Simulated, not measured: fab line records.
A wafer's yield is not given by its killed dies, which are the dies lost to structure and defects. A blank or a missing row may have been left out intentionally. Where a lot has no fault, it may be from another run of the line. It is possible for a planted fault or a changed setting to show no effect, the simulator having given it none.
Problem report, 8D (eight disciplines) form, completed by code | flow n5-finfet | the parts of the form that need people (team, actions taken, sign-off) are left out

== 1. THE ISSUE ==
Across 2 wafers from 2 lots, M8_ILD_THK at N5_BEOL_M8_THK_MEAS_01 averages 267.6 nm, while fault-free wafers read 154.4 nm with a standard deviation of 2.2. Relative to the usual mean, that is a shift of +51 standard deviations.
First seen on wafer L997.2, day 14 14:39, on film-metro-01. At this step, 28 wafers from 10 lots have a number in the record. Rule for "out", or "out of limits": more than 4 standard deviations from the usual mean. All remaining wafers that have a number are taken as sound.

== 2. WHAT IT IS, AND WHAT IT ISN'T ==
question                    | is                           | is not
which readings at this step | M8_ILD_THK                   | -
which lots                  | L997, L998                   | L979, L985, L988, L989, L990, L991, L992, L999
which wafers of those lots  | L997.2, L998.1               | L997.3, L997.6, L998.4, L998.6
read on which gauges        | film-metro-01, film-metro-02 | -
when                        | from day 14 14:39            | up to then (22 sound wafers); but 4 sound wafers of L998, L999 came after

== 3. WHAT RULES OUT EACH SUSPECT ==
Counting: a tool at a process step up to the reading stays a suspect if it ran every lot that is out. Sound lots after the first of them don't rule it out here, since some wafers of a struck lot are sound.
- the gauge at N5_BEOL_M8_THK_MEAS_01 has been ruled out. The wafers that are out were read on 2 gauges (film-metro-01, film-metro-02).
- pecvd-04 at N5_BEOL_M8_ILD_DEP_00 (deposits SiCOH lowk from DEMS/porogen, target thk 179.75 nm, time 33.4 s): kept. It ran every lot that is out, first L997 (day 14 14:04); its last sound lot up to then is L992 (day 13 08:08).
Left after counting: pecvd-04 at N5_BEOL_M8_ILD_DEP_00.

== 4. THE CAUSE (what the simulator had put in) ==
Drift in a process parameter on pecvd-04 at N5_BEOL_M8_ILD_DEP_00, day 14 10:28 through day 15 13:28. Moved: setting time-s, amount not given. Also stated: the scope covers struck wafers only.
Only this tool survived the counting.

== 5. THE CHAIN OF EFFECTS, in route order ==
Each row: a reading where the mean over the struck wafers with a number is more than 3 standard deviations away from the usual. Readings are gone through only where the record gives a usual standard deviation; hours: the median, over the lots, of the time from a lot's start at the first step in this table giving one to that lot's start at this step; sigmas: the change measured in usual standard deviations.
hours | step                    | reading              | usual    | on struck wafers | change | sigmas
0     | N5_BEOL_M8_THK_MEAS_01  | M8_ILD_THK           | 154.4 nm | 267.6            | +113.2 | +51
75    | N5_PASSIVATION_PROBE_49 | defect-limited-yield | 91.7 %   | 0.0              | -91.7  | -54
75    | N5_PASSIVATION_PROBE_49 | killed_at_M4_up      | 13       | 1090             | +1077  | +99 or more
75    | N5_PASSIVATION_PROBE_49 | killed-dies          | 98       | 1180             | +1082  | +54
75    | N5_PASSIVATION_PROBE_49 | killed-on-rim        | 13       | 152              | +139   | +31
75    | N5_PASSIVATION_PROBE_49 | sort_bin_5_function  | 4.8 %    | 95.9             | +91.1  | +83
75    | N5_PASSIVATION_PROBE_49 | sort-n-pass          | 1082     | 0                | -1082  | -54
75    | N5_PASSIVATION_PROBE_49 | sort-yield-pct       | 91.7 %   | 0.0              | -91.7  | -54
It contains these process steps:
- N5_PASSIVATION_PROBE_49
Later steps that measure or inspect, where all struck wafers having a row at the step show a number for every such reading and not one has moved that far: N5_BEOL_M8_OVL_MEAS_12.

== 6. HOW IT WOULD HAVE BEEN CAUGHT EARLIER ==
4 hours passed between the start of the fault at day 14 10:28 and the first reading out of limits at a measuring or inspecting step in this record, taken at day 14 14:39.
An alarm limit of 4 standard deviations would not have fired on the tool readings at N5_BEOL_M8_ILD_DEP_00 for which the record gives a usual standard deviation, since none of them was out on any struck wafer.
L998, from the lots that are out (2), started N5_BEOL_M8_ILD_DEP_00 on pecvd-04 later than day 14 14:39. A tool hold placed at that time would have kept it from harm.
